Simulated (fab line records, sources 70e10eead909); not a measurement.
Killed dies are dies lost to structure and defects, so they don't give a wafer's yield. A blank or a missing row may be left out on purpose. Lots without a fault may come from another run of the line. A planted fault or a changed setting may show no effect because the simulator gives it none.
Problem report in the 8D (eight disciplines) form, filled by code | flow nand_harc | the parts of the form that need people (team, actions taken, sign-off) are left out

1. THE PROBLEM
thk_nm at NHARC_A_ONON_D2_THK_MEAS_30 reads a mean of 802 nm on 6 wafers of 2 lots; wafers without a fault read 1002 nm with a standard deviation of 9.7. That is -21 standard deviations from the usual mean.
The step: measures by ellipsometry.
First seen on wafer L940.1, day 15 07:24, on film_metro-02. The record holds 39 wafers of 13 lots with a number at this step. Rule for "out", or "out of limits": more than 4 standard deviations from the usual mean. The other wafers with a number count as sound.

2. WHAT IT IS AND WHAT IT IS NOT
question                    | is                           | is not
which readings at this step | thk_nm                       | -
which lots                  | L940, L941                   | L939, L948, L949, L950, L951, L952, L953, L954, L955, L956, L957
which wafers of those lots  | all that have a number       | -
read on which gauges        | film_metro-01, film_metro-02 | -
when                        | from day 15 07:24            | up to then (3 sound wafers); but 30 sound wafers of L948, L949, L950, L951, L952, L953, L954, L955, L956, L957 came after

3. SUSPECTS, AND WHAT RULES EACH OUT
Counting: a tool at a process step up to the reading stays a suspect if it ran every lot that is out and no sound lot after the first of them.
- the gauge at NHARC_A_ONON_D2_THK_MEAS_30: ruled out. The wafers that are out were read on 2 gauges (film_metro-01, film_metro-02).
- pecvd_onon-01 at NHARC_A_ONON_D2_DEP_28 (target thk 1000 nm): ruled out as a lasting fault. Sound lots L956, L957 ran on it after its first lot that is out, L940 (day 15 06:53).
Left after counting: nothing in the record.

4. THE CAUSE (what the simulator had put in)
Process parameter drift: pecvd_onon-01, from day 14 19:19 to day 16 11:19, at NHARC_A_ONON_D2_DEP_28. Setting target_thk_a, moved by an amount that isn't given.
Counting ruled it out, wrongly: the rule takes a fault to strike every lot that its tool runs from its start on, and this one did not.

5. THE CHAIN OF EFFECTS, in route order
Each row: a reading whose mean over the struck wafers that have a number lies more than 3 standard deviations from the usual. Only readings for which the record gives a usual standard deviation are gone through. hours: the time from each lot's start at the first step in this table that gives one to its start at this step, as a median over the lots. sigmas: the change in usual standard deviations.
hours | step                        | reading         | usual   | on struck wafers | change | sigmas
0     | NHARC_A_ONON_D2_THK_MEAS_30 | thk_nm          | 1002 nm | 802              | -200   | -21
270   | NHARC_END_SORT_01           | killed_at_array | 59      | 674              | +615   | +38
270   | NHARC_END_SORT_01           | killed_dies     | 64      | 677              | +613   | +38

6. WHAT WOULD HAVE CAUGHT IT SOONER
In this record the first reading out of limits at a measuring or inspecting step was taken at day 15 07:24, 12 hours after the fault began at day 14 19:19.
Of the tool readings at NHARC_A_ONON_D2_DEP_28 for which the record gives a usual standard deviation, none was out on any struck wafer, so an alarm limit of 4 standard deviations on them would not have fired.
